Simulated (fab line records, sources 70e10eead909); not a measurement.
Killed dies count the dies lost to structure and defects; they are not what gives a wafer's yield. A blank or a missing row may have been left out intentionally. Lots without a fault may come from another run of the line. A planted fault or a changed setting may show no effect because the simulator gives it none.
Matching of chambers -- flow nand harc -- 4 sister chambers for NHARC_P_M1_STRIP_18 on rie diel-12
The step strips in N2/H2. 4 wafers are shown with their chamber, then 9 later ones without.

== WAFERS WITH THEIR CHAMBER ==
wafer,chamber,oes product au (a.u.)
L090.5,2,0.991
L091.3,3,0.989
L091.4,0,0.996
L091.5,1,1.016

== WAFERS WITHOUT THEIR CHAMBER ==
wafer,oes product au (a.u.)
L092.3,0.981
L092.4,0.999
L092.5,0.991
L095.1,1.004
L095.4,1.001
L095.5,1.003
L097.1,0.979
L097.3,0.998
L097.5,1.003

== EACH ONE'S CHAMBER ==
wafer,from the rows above,in truth
L092.3,can't be placed: 3 or 2 or 0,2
L092.4,can't be placed: 0 or 2 or 3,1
L092.5,can't be placed: 2 or 3 or 0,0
L095.1,can't be placed: 0 or 1 or 2 or 3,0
L095.4,can't be placed: 0 or 2 or 3 or 1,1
L095.5,can't be placed: 0 or 2 or 1 or 3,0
L097.1,can't be placed: 3 or 2 or 0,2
L097.3,can't be placed: 0 or 2 or 3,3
L097.5,can't be placed: 0 or 2 or 1 or 3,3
0 of 9 placed correctly. Cannot be placed on the basis of these rows: 9; the candidates contain the true chamber in 8. Placed wrongly: 0.
How it was worked out, from the rows above alone: a wafer's distance from a chamber is the root of the sum, over the readings, of the square of ((its reading less the chamber's mean) divided by the reading's scatter). If the next closest chamber is less than 2 further off than the closest, the wafer can't be placed; otherwise it belongs to the closest. Each chamber's mean is taken over the wafers shown for it. The scatter (one wafer shown for each chamber): square how far every hidden wafer sits from the nearest shown wafer, average those squares and take the square root.
